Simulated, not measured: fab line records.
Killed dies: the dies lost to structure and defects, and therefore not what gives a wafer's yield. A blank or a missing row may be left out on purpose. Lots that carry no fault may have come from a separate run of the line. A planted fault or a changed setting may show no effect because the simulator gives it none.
What tool caused it? | flow nand-harc | 11 lots, 33 wafers sampled, at 7 steps of a route of 1302

WHAT EACH GAUGE READ, for each wafer
NHARC_P_BONDPAD_CD_MEAS_13.
lot  | measured     | on        | cd-nm (nm)
L788 | day 7 01:10  | cd-sem-02 | 499.6 500.4 499.8
L789 | day 7 16:17  | cd-sem-02 | 498.5 499.9 499.8
L790 | day 7 17:23  | cd-sem-01 | 502.2 501.5 500.3
L792 | day 8 23:24  | cd-sem-01 | 496.6 497.5 497.9
L793 | day 9 13:13  | cd-sem-03 | 499.8 503.5 501.4
L794 | day 9 20:21  | cd-sem-03 | 499.3 500.3 498.0
L795 | day 10 03:06 | cd-sem-02 | 500.1 499.1 498.8
L796 | day 10 13:24 | cd-sem-01 | 495.9 497.1 498.5
L798 | day 10 23:04 | cd-sem-01 | 500.5 496.8 497.9
L807 | day 15 00:07 | cd-sem-01 | 497.7 498.0 496.5
L808 | day 15 16:58 | cd-sem-03 | 498.9 500.2 497.8

NHARC_A_ZERO_WELL_CD_MEAS_10: the cd target is 2000 nm.
lot  | measured     | on        | cd-nm (nm)
L788 | day 7 04:41  | cd-sem-03 | 2001.4 1999.2 2003.0
L789 | day 7 19:50  | cd-sem-02 | 2000.2 1998.6 2001.4
L790 | day 7 20:48  | cd-sem-03 | 2001.7 2002.8 2002.4
L792 | day 9 02:57  | cd-sem-03 | 2000.9 2002.4 2002.6
L793 | day 9 16:48  | cd-sem-02 | 2002.1 2005.0 2002.2
L794 | day 9 23:46  | cd-sem-02 | 2002.9 2003.7 2000.6
L795 | day 10 06:40 | cd-sem-02 | 1999.7 2000.4 1999.0
L796 | day 10 17:01 | cd-sem-02 | 2000.5 2001.8 1997.6
L798 | day 11 02:31 | cd-sem-03 | 2001.8 2000.6 2000.9
L807 | day 15 03:43 | cd-sem-02 | 2001.4 2001.8 1998.5
L808 | day 15 20:28 | cd-sem-02 | 2001.4 1999.5 2002.5

NHARC_A_ZERO_WELL_INSPECT_17.
lot  | measured     | on                | raw-defect-count
L788 | day 7 06:09  | defect-inspect-01 | 12 34 26
L789 | day 7 21:17  | defect-inspect-02 | 13 9 7
L790 | day 7 22:16  | defect-inspect-02 | 13 7 6
L792 | day 9 04:27  | defect-inspect-01 | 16 18 28
L793 | day 9 18:16  | defect-inspect-01 | 11 19 6
L794 | day 10 01:13 | defect-inspect-02 | 12 9 2
L795 | day 10 08:08 | defect-inspect-01 | 2 17 9
L796 | day 10 18:31 | defect-inspect-01 | 14 16 11
L798 | day 11 03:58 | defect-inspect-01 | 20 9 11
L807 | day 15 05:11 | defect-inspect-02 | 7 561 5
L808 | day 15 21:56 | defect-inspect-02 | 13 583 27

NHARC_A_SOURCE_PLATE_INSPECT_08.
lot  | measured     | on                | raw-defect-count
L788 | day 8 02:31  | defect-inspect-01 | 50 70 64
L789 | day 8 17:07  | defect-inspect-02 | 42 53 69
L790 | day 8 17:07  | defect-inspect-01 | 40 33 34
L792 | day 10 08:14 | defect-inspect-01 | 58 64 32
L793 | day 10 20:17 | defect-inspect-02 | 58 41 48
L794 | day 10 20:17 | defect-inspect-01 | 57 87 32
L795 | day 11 06:44 | defect-inspect-01 | 155 82 162
L796 | day 11 14:23 | defect-inspect-02 | 59 69 71
L798 | day 11 23:03 | defect-inspect-02 | 51 32 25
L807 | day 16 01:03 | defect-inspect-02 | 167 617 67
L808 | day 16 17:29 | defect-inspect-02 | 66 623 34

NHARC_END_SORT_01.
lot  | measured     | on        | killed-at-array | killed-at-other | killed-at-periphery | killed-dies | killed-open | killed-short
L807 | day 32 11:31 | prober-02 | 67 125 57       | 2 1 0           | 10 2 0              | 79 128 57   | 4 1 3       | 4 3 2
L808 | day 33 07:47 | prober-01 | 38 99 43        | 3 5 4           | 3 4 1               | 44 108 48   | 3 6 2       | 1 1 0

WHICH TOOL RAN EACH LOT (tool, then ch and the chambers of the sampled wafers, then the start)
lot  | NHARC_P_BONDPAD_ETCH_37            | NHARC_A_ZERO_WELL_ETCH_19
L788 | rie-diel-05 ch 0,2,3, day 7 00:56  | rie-diel-02 ch 0,1,3, day 7 04:56
L789 | rie-diel-05 ch 0,2,3, day 7 16:04  | rie-diel-02 ch 0,2,3, day 7 20:05
L790 | rie-diel-10 ch 0,1,2, day 7 17:10  | rie-diel-02 ch 1,3, day 7 21:03
L792 | rie-diel-10 ch 0,1,2, day 8 23:11  | rie-diel-11 ch 1,3, day 9 03:11
L793 | rie-diel-10 ch 0,2, day 9 12:59    | rie-diel-02 ch 2,3, day 9 17:02
L794 | rie-diel-10 ch 0,1,3, day 9 20:07  | rie-diel-02 ch 0,1, day 10 00:01
L795 | rie-diel-10 ch 1,2,3, day 10 02:53 | rie-diel-04 ch 0,1,3, day 10 06:56
L796 | rie-diel-10 ch 0,2, day 10 13:11   | rie-diel-02 ch 0,1,3, day 10 17:16
L798 | rie-diel-05 ch 1,2, day 10 22:49   | rie-diel-02 ch 0,1,3, day 11 02:46
L807 | rie-diel-10 ch 0,3, day 14 23:52   | rie-diel-02 ch 1,2,3, day 15 03:58
L808 | rie-diel-01 ch 0,2, day 15 16:45   | rie-diel-02 ch 0,1,2, day 15 20:43
- NHARC_P_BONDPAD_ETCH_37: etches the open film in N2/H2, target depth 60 nm, overetch 18 nm, time 65.91 s.
- NHARC_A_ZERO_WELL_ETCH_19: etches the open film in N2/H2, target depth 80 nm, overetch 24 nm, time 87.88 s.

AS READ BY THE TOOLS THEMSELVES (means over the sampled wafers that have a number; for cases with no such wafer, the mark the record gives instead)
NHARC_P_BONDPAD_ETCH_37.
lot  | tool        | drypump-motor-current-A (A) | oes-product-au (a.u.) | rf-vpp-V (V) | showerhead-plenum-p-Torr (Torr) | throttle-valve-pct (%)
L788 | rie-diel-05 | 5.6                         | 0.992                 | 429.8        | 2.03                            | 14.172
L789 | rie-diel-05 | 5.5                         | 1.006                 | 429.8        | 2.03                            | 14.170
L790 | rie-diel-10 | 6.0                         | 0.996                 | 429.5        | 2.02                            | 14.175
L792 | rie-diel-10 | 6.0                         | 0.996                 | 429.9        | 2.02                            | 14.180
L793 | rie-diel-10 | 5.9                         | 1.005                 | 430.6        | 2.06                            | 14.178
L794 | rie-diel-10 | 5.9                         | 1.002                 | 429.5        | 2.01                            | 14.167
L795 | rie-diel-10 | 5.9                         | 0.996                 | 428.0        | 1.95                            | 14.176
L796 | rie-diel-10 | 5.9                         | 0.999                 | 428.2        | 2.00                            | 14.171
L798 | rie-diel-05 | 5.3                         | 0.990                 | 431.7        | 2.07                            | 14.175
L807 | rie-diel-10 | 5.8                         | 1.013                 | 430.4        | 2.05                            | 14.164
L808 | rie-diel-01 | 5.6                         | 1.007                 | 426.5        | 1.92                            | 14.160

NHARC_A_ZERO_WELL_ETCH_19.
lot  | tool        | drypump-motor-current-A (A) | oes-product-au (a.u.) | rf-vpp-V (V) | showerhead-plenum-p-Torr (Torr) | throttle-valve-pct (%)
L788 | rie-diel-02 | 5.9                         | 0.987                 | 430.7        | 2.05                            | 14.164
L789 | rie-diel-02 | 5.8                         | 0.993                 | 432.0        | 2.09                            | 14.165
L790 | rie-diel-02 | 5.5                         | 0.999                 | 430.3        | 2.02                            | 14.170
L792 | rie-diel-11 | 6.0                         | 1.001                 | 427.3        | 1.93                            | 14.171
L793 | rie-diel-02 | 5.5                         | 0.984                 | 431.2        | 2.06                            | 14.175
L794 | rie-diel-02 | 6.0                         | 0.999                 | 430.4        | 2.02                            | 14.170
L795 | rie-diel-04 | 5.4                         | 1.011                 | 432.6        | 2.10                            | 14.177
L796 | rie-diel-02 | 5.9                         | 1.006                 | 430.3        | 2.04                            | 14.162
L798 | rie-diel-02 | 5.9                         | 1.005                 | 430.2        | 2.04                            | 14.172
L807 | rie-diel-02 | 5.6                         | 0.993                 | 430.1        | 2.04                            | 14.171
L808 | rie-diel-02 | 6.0                         | 0.996                 | 431.3        | 2.06                            | 14.162

THE ANSWER, worked out from the rows above alone
Rule: what is usual is taken from the lots themselves. The widest of any qualifying gaps counts: lots, ordered by their means at a reading, are off when they make up no more than a third of the lots, leave a main group of 4 or more, and stand apart from it by 3 or more times the standard deviation of that group's means. A main group whose means are all the same, to the digits that the tables above print for the reading, isn't used. A lot without any number at a reading at which 4 lots or more have one is off too. Where the step has rows for the other lots, those lots are counted as sound. After the gauges, taken in route order, come the tools' own readings; for these a lot's mean is taken, as printed above. At the first step where some lot is off, the reading lying furthest off is the one used; lots without a number count as furthest.
Off: L807, L808 (NHARC_A_ZERO_WELL_INSPECT_17, raw-defect-count). For the main group the mean is 13 and the standard deviation 5.3.
A tool fits if, at a process step before that reading, it ran every lot that is off, and no sound lot after the first of them. Gauges at NHARC_A_ZERO_WELL_INSPECT_17: tried the same way as those tools. 2 tools fit, rie-diel-02 at NHARC_A_ZERO_WELL_ETCH_19 and defect-inspect-02 at NHARC_A_ZERO_WELL_INSPECT_17, so this cannot tell which one it is.

WHAT WAS PUT IN BY THE SIMULATOR
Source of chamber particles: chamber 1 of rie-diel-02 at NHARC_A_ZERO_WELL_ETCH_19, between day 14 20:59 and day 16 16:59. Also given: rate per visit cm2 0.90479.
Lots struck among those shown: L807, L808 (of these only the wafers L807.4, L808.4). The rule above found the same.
